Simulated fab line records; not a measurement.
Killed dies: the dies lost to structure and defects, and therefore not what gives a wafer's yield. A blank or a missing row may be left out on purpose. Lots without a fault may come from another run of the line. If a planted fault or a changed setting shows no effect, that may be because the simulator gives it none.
fab line records	flow n5Finfet
[record] lots = 5	wafers = 15	lastDay = 18
route steps=1938 shown BEOL_M15@1823 PASS1_DEP@1831 MIM_BOT@1832 MIM_TOP@1834
lots untouched by any fault: they come from a run of this same line in which no faults occurred
startH: hours from the record's first day to the start of the lot's first wafer shown	waitH: hours from the lot's prior step to this one	" as in the row above	L1.1+2: several wafers, shown together as one row	- either no value or no given start	* or withheld: withheld	< > ~ a bound
route shown NAME@n: names a module that has steps shown in the file, with the first one's number in the route	usual: mean/standard deviation taken from wafers without a fault	same: alike in all rows	chamber/n: place in a boat	sites: readings site by site	_std_site: how widely they spread, as a standard deviation	_edge_site: mean of outer sites minus mean of inner sites	radiusMm: for every site, how far away it sits from the centre of the wafer	mask NAME#n: copy n	behind: the tool/chamber that last shaped the wafer	hold: reason for holding the lot/hours on hold/outcome of the hold	device: the n, p or np transistor that did not switch	end of line: the same wafers' tests at the end of the route	where a step has no rows: the recipe by itself	killed: at the first sort, the dies lost to defects and structure; wafer yield is something else	map: a wafer's dies, x killed, . not, _ none there
set.NAME: the run value of the setting; set.NAME@STEP: its run value at that earlier step	model.NAME: the simulator's own value behind a step, which no gauge read
certain route steps with their lots: each step a table, each wafer a row
services: a tool's chamber out of use, with start hour (startH, from the record's first day; less than 0 if before it), hours out, and reason
[[steps]]
[step N5_BEOL_M15_ANNEAL_48]
[recipe] tempC = 225	timeS = 90	ambient = N2
[usual] wafer_temp_C_max = 225.94/0.25
[same] timeS = 90
lot.wafer	tool	chamber	startH	waitH	wafer_temp_C_max
L722.2	rtpAnneal-01	0	300.46	0.2	225.89
L722.3	"	0	"	"	225.72
L722.4	"	0	"	"	225.86
L723.1	rtpAnneal-01	0	308.54	0.7	226.19
L723.4	"	0	"	"	226.32
L723.6	"	0	"	"	226.06
L734.1	rtpAnneal-01	0	378.72	0.3	225.91
L734.2	"	0	"	"	226.09
L734.5	"	0	"	"	225.87
L739.1	rtpAnneal-01	0	421.14	0.2	225.97
L739.3	"	0	"	"	225.65
L739.5	"	0	"	"	226.02
L741.3	rtpAnneal-01	0	421.77	0.4	225.91
L741.5	"	0	"	"	226.18
L741.6	"	0	"	"	226.06
[step N5_BEOL_M15_CMP_49]
[recipe] stopOn = SiO2	tOverpolishS = 4.9	downForcePsi = 2	platenRpm = 80	clearingPlatenDownForcePsi = 2	clearingPlatenRpm = 80	postCmpClean = cuAlkaline	targetThkNm = 850	clearingPlatenPadVelocityMS = 1.5917	padVelocityMS = 1.5917
[step N5_BEOL_M15_THK_MEAS_50]
[recipe] thkMeasGauge = xrf	reads = Cu_of_BEOL_M15_ECD_47
[usual] M15_THK = 823/14
lot.wafer	tool	chamber	startH	waitH	M15_THK[nm]
L722.2	filmMetro-01	-	301.05	-	814
L722.3	"	-	"	"	829
L722.4	"	-	"	"	821
L723.1	filmMetro-02	-	309.40	-	828
L723.4	"	-	"	"	830
L723.6	"	-	"	"	839
L734.1	filmMetro-01	-	379.59	-	813
L734.2	"	-	"	"	829
L734.5	"	-	"	"	830
L739.1	filmMetro-02	-	421.73	-	834
L739.3	"	-	"	"	827
L739.5	"	-	"	"	840
L741.3	filmMetro-01	-	422.27	-	830
L741.5	"	-	"	"	813
L741.6	"	-	"	"	828
[step N5_BEOL_M15_PRE_CLEAN_52]
[recipe] gas = NH3	timeS = 15	tempC = withheld	rfPowerW = 300
[step N5_BEOL_M15_DEP_53]
[recipe] material = SiCN	targetThkA = 500	tempC = withheld	precursor = 3MS/NH3	pressureTorr = 3	rfW = 675	timeS = 17.8
[usual] showerheadPlenumPTorr = 4.144/0.024	throttleValvePct = 18.0/0.83
[same] timeS = 17.8
lot.wafer	tool	chamber	startH	waitH	showerheadPlenumPTorr	sinceWetCleanH	throttleValvePct
L722.2	pecvd-04	0	301.12	0.0	4.143	1005	18.2
L722.3	"	1	"	"	4.112	1730	18.1
L722.4	"	1	"	"	4.114	-	18.0
L723.1	pecvd-02	1	309.47	0.0	4.199	2101	18.5
L723.4	"	1	"	"	4.189	-	18.3
L723.6	"	0	"	"	4.139	-	18.3
L734.1	pecvd-02	1	379.65	0.0	4.186	2171	18.0
L734.2	"	2	"	"	4.132	692	18.1
L734.5	"	1	"	"	4.197	-	18.3
L739.1	pecvd-02	2	421.79	0.0	4.123	734	18.0
L739.3	"	1	"	"	4.169	9	15.6
L739.5	"	2	"	"	4.135	-	18.2
L741.3	pecvd-03	2	422.33	0.0	4.119	191	17.6
L741.5	"	1	"	"	4.126	-	19.0
L741.6	"	2	"	"	4.119	-	17.4
[step N5_BEOL_M15_RS_MEAS_54]
[recipe] thkMeasGauge = four-point-probe	reads = Cu_of_BEOL_M15_ECD_47+Ta_of_BEOL_M15_SPUTTER_44+TaN_of_BEOL_M15_SPUTTER_43
[usual] M15_RS = 0.0216/0.00033
lot.wafer	tool	chamber	startH	waitH	M15_RS[ohm/sq]
L722.2	filmMetro-01	-	301.19	0.1	0.0219
L722.3	"	-	"	"	0.0215
L722.4	"	-	"	"	0.0217
L723.1	filmMetro-01	-	309.53	0.0	0.0216
L723.4	"	-	"	"	0.0216
L723.6	"	-	"	"	0.0214
L734.1	filmMetro-02	-	379.72	0.0	0.0220
L734.2	"	-	"	"	0.0217
L734.5	"	-	"	"	0.0215
L739.1	filmMetro-01	-	421.86	0.0	0.0214
L739.3	"	-	"	"	0.0216
L739.5	"	-	"	"	0.0212
L741.3	filmMetro-02	-	422.40	0.1	0.0213
L741.5	"	-	"	"	0.0216
L741.6	"	-	"	"	0.0214
[step N5_BEOL_M15_INSPECT_55]
[recipe] inspectInstrument = darkfield	mode = postDep
[usual] rawDefectCount = 78/25
lot.wafer	tool	chamber	startH	waitH	rawDefectCount
L722.2	defectInspect-02	-	301.21	0.0	103
L722.3	"	-	"	"	72
L722.4	"	-	"	"	57
L723.1	defectInspect-02	-	309.56	0.0	117
L723.4	"	-	"	"	70
L723.6	"	-	"	"	81
L734.1	defectInspect-01	-	379.75	0.0	112
L734.2	"	-	"	"	124
L734.5	"	-	"	"	139
L739.1	defectInspect-01	-	421.89	0.0	103
L739.3	"	-	"	"	63
L739.5	"	-	"	"	67
L741.3	defectInspect-01	-	422.43	0.0	33
L741.5	"	-	"	"	40
L741.6	"	-	"	"	45
[step N5_BEOL_M15_RC_MEAS_101]
[usual] COMB_M10 = 1.5e-11/3e-12	COMB_M11 = 1.6e-11/3.1e-12	COMB_M12 = 7e-12/1.8e-12	COMB_M13 = 5.4e-12/1.5e-12	COMB_M14 = 4.2e-12/1.3e-12	COMB_M15 = 3.2e-12/1.3e-12	COMB_M5 = 3.7e-11/6.9e-12	COMB_M6 = 2.6e-11/4.8e-12	COMB_M7 = 2.5e-11/5.1e-12	COMB_M8 = 2.6e-11/4.6e-12	COMB_M9 = 1.5e-11/3e-12	SERP_M10 = 3.05/0.079	SERP_M11 = 3.07/0.058	SERP_M12 = 0.634/0.015	SERP_M13 = 0.310/0.0052	SERP_M14 = 0.160/0.0036	SERP_M5 = 38.4/1.3	SERP_M6 = 13.7/0.53	SERP_M7 = 13.8/0.39	SERP_M7_max_site = 14.4/0.47	SERP_M8 = 13.8/0.47	SERP_M8_max_site = 14.5/0.51	SERP_M9 = 3.09/0.071
lot.wafer	tool	chamber	startH	waitH	COMB_M10[S/m]	COMB_M11[S/m]	COMB_M12[S/m]	COMB_M13[S/m]	COMB_M14[S/m]	COMB_M15[S/m]	COMB_M5[S/m]	COMB_M6[S/m]	COMB_M7[S/m]	COMB_M8[S/m]	COMB_M9[S/m]	SERP_M10[ohm/um]	SERP_M11[ohm/um]	SERP_M12[ohm/um]	SERP_M13[ohm/um]	SERP_M14[ohm/um]	SERP_M5[ohm/um]	SERP_M6[ohm/um]	SERP_M7[ohm/um]	SERP_M7_max_site[ohm/um]	SERP_M8[ohm/um]	SERP_M8_max_site[ohm/um]	SERP_M9[ohm/um]
L722.2	prober-02	0	301.39	0.2	1.1e-11	1.2e-11	6.1e-12	3e-12	3.4e-12	2.3e-12	3.3e-11	2.6e-11	2.4e-11	2.1e-11	1.6e-11	3.15	3.04	0.634	0.303	0.157	38.3	14.8	13.6	14.0	14.0	15.1	3.08
L722.3	"	0	"	"	1.7e-11	1.4e-11	4.1e-12	4.3e-12	1.6e-12	1.7e-12	5e-11	2.3e-11	2.6e-11	2.4e-11	1.7e-11	3.17	3.11	0.654	0.310	0.164	38.9	14.0	14.2	14.6	13.4	14.4	3.11
L722.4	"	0	"	"	1.3e-11	1.2e-11	6.3e-12	3e-12	3e-12	1.8e-12	3.6e-11	3e-11	2.8e-11	3e-11	1.4e-11	3.05	3.06	0.603	0.309	0.161	38.3	14.4	13.8	14.2	13.3	13.9	3.14
L723.1	prober-02	0	309.58	0.0	1.5e-11	1e-11	5.1e-12	4.8e-12	3.7e-12	1.7e-12	3.7e-11	2e-11	2.6e-11	1.9e-11	1.6e-11	3.04	3.17	0.640	0.315	0.156	40.0	13.3	14.2	14.5	14.0	14.6	3.17
L723.4	"	0	"	"	1.3e-11	1.6e-11	7.7e-12	4e-12	2.7e-12	2.3e-12	4e-11	2.6e-11	2.4e-11	2.1e-11	1.3e-11	3.03	3.05	0.650	0.305	0.158	38.8	12.9	14.0	14.7	13.6	14.5	3.07
L723.6	"	0	"	"	1.4e-11	1.3e-11	4.4e-12	5.4e-12	1.9e-12	2.7e-12	4.2e-11	1.9e-11	2.3e-11	2.5e-11	1.4e-11	2.95	3.12	0.635	0.310	0.156	38.7	12.9	14.2	14.7	14.3	14.9	3.13
L734.1	prober-02	0	379.77	0.0	1.4e-11	1.6e-11	5.4e-12	5.3e-12	3e-12	1.9e-12	4.7e-11	2.4e-11	3.4e-11	3.5e-11	1.6e-11	3.03	3.05	0.637	0.318	0.163	37.5	13.3	13.2	13.7	13.9	14.3	2.95
L734.2	"	0	"	"	1.1e-11	1.3e-11	5.8e-12	5e-12	2.2e-12	1.4e-12	2.7e-11	1.5e-11	2.3e-11	2.7e-11	1.9e-11	2.90	3.11	0.610	0.306	0.160	40.5	14.0	13.2	13.9	12.7	14.2	3.02
L734.5	"	0	"	"	1.5e-11	1.6e-11	6.7e-12	3.3e-12	2.7e-12	1.9e-12	4.2e-11	2.1e-11	2.7e-11	3.8e-11	1.2e-11	2.94	3.05	0.639	0.303	0.169	36.7	13.6	13.8	14.0	13.9	14.8	2.96
L739.1	prober-01	0	421.91	0.0	1.6e-11	1.9e-11	7.9e-12	6.3e-12	4.8e-12	4.4e-12	2.9e-11	2.4e-11	2.4e-11	2.1e-11	1.7e-11	2.93	3.10	0.642	0.307	0.160	38.9	14.1	13.7	14.7	13.1	14.4	3.05
L739.3	"	0	"	"	1.5e-11	2.5e-11	7.3e-12	6.6e-12	5.4e-12	4.6e-12	5.8e-11	2.4e-11	3e-11	2.9e-11	1.5e-11	3.05	3.12	0.632	0.308	0.157	37.2	13.4	13.7	14.0	13.1	14.0	3.10
L739.5	"	0	"	"	1.6e-11	1.7e-11	5.8e-12	6.9e-12	8.5e-12	4.9e-12	4.7e-11	3e-11	2.4e-11	2.8e-11	1.3e-11	2.97	3.11	0.627	0.309	0.155	38.9	13.3	13.3	13.7	12.4	13.5	3.10
L741.3	prober-02	0	422.76	0.3	1.3e-11	1.3e-11	5.3e-12	4.6e-12	3.5e-12	3.3e-12	3e-11	2.8e-11	2.7e-11	2.8e-11	9e-12	3.08	3.01	0.616	0.307	0.160	36.4	13.7	13.6	13.8	13.2	13.7	3.20
L741.5	"	0	"	"	1.4e-11	1e-11	5.9e-12	4e-12	3e-12	1.7e-12	3.6e-11	2.1e-11	2.1e-11	2.5e-11	1.3e-11	3.13	3.12	0.629	0.306	0.162	40.3	13.4	13.7	14.6	14.0	14.6	3.21
L741.6	"	0	"	"	1.5e-11	1.6e-11	6.9e-12	2.6e-12	3e-12	1.2e-12	3e-11	2.9e-11	2.3e-11	2.2e-11	1e-11	3.04	3.01	0.625	0.312	0.161	38.9	13.3	14.0	14.5	14.2	14.6	3.11
[step N5_PASSIVATION_PECVD_00]
[recipe] material = SiO2	targetThkA = 2000	tempC = 400	precursor = SiH4/N2O	pressureTorr = 2.7	rfW = 608	timeS = 11.2
[usual] heaterPowerW = 663/96	showerheadPlenumPTorr = 8.11/0.12	throttleValvePct = 52/3.4
[same] timeS = 11.2
lot.wafer	tool	chamber	startH	waitH	heaterPowerW	showerheadPlenumPTorr	sinceWetCleanH	throttleValvePct
L722.2	pecvd-03	2	302.20	0.7	504	8.00	71	48
L722.3	"	0	"	"	701	8.11	825	54
L722.4	"	2	"	"	502	8.00	-	48
L723.1	pecvd-01	1	310.55	0.8	830	8.21	1921	59
L723.4	"	0	"	"	585	8.02	-	54
L723.6	"	1	"	"	855	8.23	-	59
L734.1	pecvd-01	2	380.73	0.8	597	8.31	512	48
L734.2	"	0	"	"	565	8.00	1266	54
L734.5	"	1	"	"	799	8.24	-	59
L739.1	pecvd-03	1	422.87	0.8	729	8.03	1671	54
L739.3	"	2	"	"	511	8.02	191	49
L739.5	"	2	"	"	533	8.00	-	50
L741.3	pecvd-02	1	423.41	0.5	476	8.29	11	44
L741.5	"	2	"	"	764	8.03	-	52
L741.6	"	1	"	"	486	8.28	-	44
[step N5_MIM_BOT_DEGAS_01]
[recipe] ambient = vacuum	tempC = 300	timeS = 60
[usual] heaterPowerW = 465/64
[same] timeS = 60
lot.wafer	tool	chamber	startH	waitH	heaterPowerW
L722.2	pvdSputter-02	-	303.41	1.2	482
L722.3	"	-	"	"	394
L722.4	"	-	"	"	381
L723.1	pvdSputter-03	-	311.53	1.0	341
L723.4	"	-	"	"	510
L723.6	"	-	"	"	460
L734.1	pvdSputter-01	-	381.42	0.7	605
L734.2	"	-	"	"	500
L734.5	"	-	"	"	440
L739.1	pvdSputter-01	-	423.36	0.5	447
L739.3	"	-	"	"	589
L739.5	"	-	"	"	495
L741.3	pvdSputter-02	-	423.88	0.5	382
L741.5	"	-	"	"	459
L741.6	"	-	"	"	473
[step N5_MIM_BOT_SPUTTER_00]
[recipe] material = TiN	targetThkA = 350	tempC = 200	powerW = 3000	chamberPressurePa = 0.49996	gas = Ar	reactivePartialPa = 0.37997	timeS = 89.7
[step N5_MIM_TOP_ALD_00]
[recipe] material = Al2O3	targetThkA = *	tempC = withheld	aldPrecursorFamily = TMA	aldCoReactant = O3	pulseTimeS = withheld	purgeTimeS = 3	coReactantPurgeTimeS = withheld	coReactantPulseTimeS = 3	aldCycles = withheld
[usual] precursorPulseHeightRel = 0.998/0.019
lot.wafer	tool	chamber	startH	waitH	precursorPulseHeightRel
L722.2	aldHk-01	1	303.56	0.1	0.979
L722.3	"	0	"	"	1.008
L722.4	"	2	"	"	0.962
L723.1	aldHk-02	0	311.67	0.1	1.005
L723.4	"	1	"	"	0.977
L723.6	"	1	"	"	0.991
L734.1	aldHk-01	3	381.56	0.1	0.999
L734.2	"	0	"	"	1.025
L734.5	"	1	"	"	1.003
L739.1	aldHk-02	1	423.50	0.1	1.023
L739.3	"	2	"	"	0.963
L739.5	"	1	"	"	1.025
L741.3	aldHk-03	2	424.02	0.1	0.996
L741.5	"	3	"	"	1.018
L741.6	"	2	"	"	0.972
[step N5_MIM_TOP_ALD_01]
[recipe] material = HfO2	targetThkA = 56	tempC = withheld	aldPrecursorFamily = Hf-amide	aldCoReactant = O3	pulseTimeS = 1	purgeTimeS = 3	coReactantPurgeTimeS = 2	coReactantPulseTimeS = 3	aldCycles = 62
[usual] aldCycles = 62/0	precursorPulseHeightRel = 1.001/0.019
lot.wafer	tool	chamber	startH	waitH	aldCycles	precursorPulseHeightRel	sinceWetCleanH	model.HfO2_of_MIM_TOP_ALD_01.thkNm
L722.2	aldHk-01	1	303	-	62	1.012	274	5.6
L722.3	"	0	"	"	62	1.016	274	5.6
L722.4	"	2	"	"	62	1.006	274	5.6
L723.1	aldHk-02	0	311	-	62	0.992	1192	5.6
L723.4	"	1	"	"	62	0.994	1192	5.6
L723.6	"	1	"	"	62	1.028	-	5.6
L734.1	aldHk-01	3	381	-	62	1.003	352	5.6
L734.2	"	0	"	"	62	1.019	352	5.6
L734.5	"	1	"	"	34	0.990	-	3
L739.1	aldHk-02	1	423	-	62	1.006	1304	5.6
L739.3	"	2	"	"	62	1.006	1304	5.6
L739.5	"	1	"	"	62	0.976	-	5.6
L741.3	aldHk-03	2	424	-	62	0.980	2200	5.6
L741.5	"	3	"	"	62	0.998	-	5.6
L741.6	"	2	"	"	62	0.995	-	5.6
[step N5_MIM_TOP_ALD_02]
[recipe] material = Al2O3	targetThkA = *	tempC = withheld	aldPrecursorFamily = TMA	aldCoReactant = O3	pulseTimeS = withheld	purgeTimeS = 3	coReactantPurgeTimeS = withheld	coReactantPulseTimeS = 3	aldCycles = withheld
[[services]]
tool	chamber	startH	hours	kind
pecvd-03	0	285.92	5.5	scheduledDown
pecvd-01	-	290.28	14.6	pm
pecvd-03	2	295.39	5.9	repair
pecvd-02	2	304.17	2.1	scheduledDown
pecvd-02	1	311.59	5.5	scheduledDown
aldHk-02	-	315.52	28.1	pm
pecvd-02	2	319.12	5.5	scheduledDown
pecvd-03	-	322.59	2.8	pm
aldHk-03	-	326.28	0.7	repair
aldHk-02	-	343.62	2.8	pm
pvdSputter-03	-	358.43	1.8	repair
pecvd-03	1	367.19	6.5	repair
pecvd-02	-	370.57	2.9	repair
aldHk-01	-	370.59	0.5	repair
aldHk-01	-	380.26	0.8	repair
pecvd-02	1	383.62	-	clean
pecvd-02	1	383.62	-	consumableReplace:showerhead
pecvd-02	1	383.62	29.0	scheduledDown
pecvd-02	1	383.62	29.0	ventCycle
aldHk-01	-	390.06	14.6	pm
pecvd-03	-	398.89	0.5	repair
pvdSputter-03	-	400.31	4.1	repair
aldHk-02	-	414.88	0.7	repair
[[key]]
[firstSign] step = N5_MIM_TOP_ALD_01	reading = aldCycles	direction = down	sigmas = 99+	usual = *	struck = *
effect none on later readings
[modelEffect] step = N5_MIM_TOP_ALD_01	value = HfO2_of_MIM_TOP_ALD_01.thkNm	without = 5.6	struck = 3
metAt N5_MIM_TOP_ALD_01
struckWafers L734.5
onsetBetween 303 381
[fault] kind = processParameterDrift	tool = aldHk-01	chamber = -	onsetH = 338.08	steps = N5_MIM_TOP_ALD_01	channel = aldCycles	offset = *	shape = step	endH = 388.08	scope = struckWafersOnly	actsIn = *	stated = *
